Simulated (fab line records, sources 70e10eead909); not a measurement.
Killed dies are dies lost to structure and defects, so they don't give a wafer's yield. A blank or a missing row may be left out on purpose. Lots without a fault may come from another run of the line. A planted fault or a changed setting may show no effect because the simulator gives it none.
Chamber matching | flow nand_harc | NHARC_P_ZERO_WELL_ETCH_65 on rie_diel-05: 4 sister chambers
The step etches the open film in N2/H2, target depth 80 nm, overetch 24 nm, time 87.88 s. 4 wafers are shown with their chamber, then 7 later ones without.

WAFERS WITH THEIR CHAMBER
wafer  | chamber | showerhead_plenum_p_Torr (Torr)
L649.1 | 1       | 1.99
L649.3 | 0       | 2.16
L652.1 | 3       | 1.99
L652.2 | 2       | 2.02

WAFERS WITHOUT THEIR CHAMBER
wafer  | showerhead_plenum_p_Torr (Torr)
L652.3 | 1.99
L661.1 | 2.16
L661.2 | 2.01
L661.5 | 1.99
L663.1 | 1.99
L663.4 | 1.99
L663.6 | 1.99

WHICH CHAMBER EACH WENT THROUGH
wafer  | from the rows above     | in truth
L652.3 | can't be placed: 1 or 3 | 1
L661.1 | 0                       | 0
L661.2 | 2                       | 2
L661.5 | can't be placed: 1 or 3 | 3
L663.1 | can't be placed: 1 or 3 | 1
L663.4 | can't be placed: 1 or 3 | 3
L663.6 | can't be placed: 1 or 3 | 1
Placed correctly: 2 of 7. Can't be placed from these rows: 5 (the true chamber is among the candidates in 5). Placed wrongly: 0.
How it was worked out, from the rows above alone: a wafer's distance from a chamber is the root of the sum, over the readings, of the square of ((its reading less the chamber's mean) divided by the reading's scatter). The wafer belongs to the nearest chamber; if the next one is less than 2 further off, it can't be placed. A chamber's mean is the mean of its shown wafers. The scatter: with one shown wafer a chamber, the root of the mean of the squares of how far each hidden wafer lies from its nearest shown one.
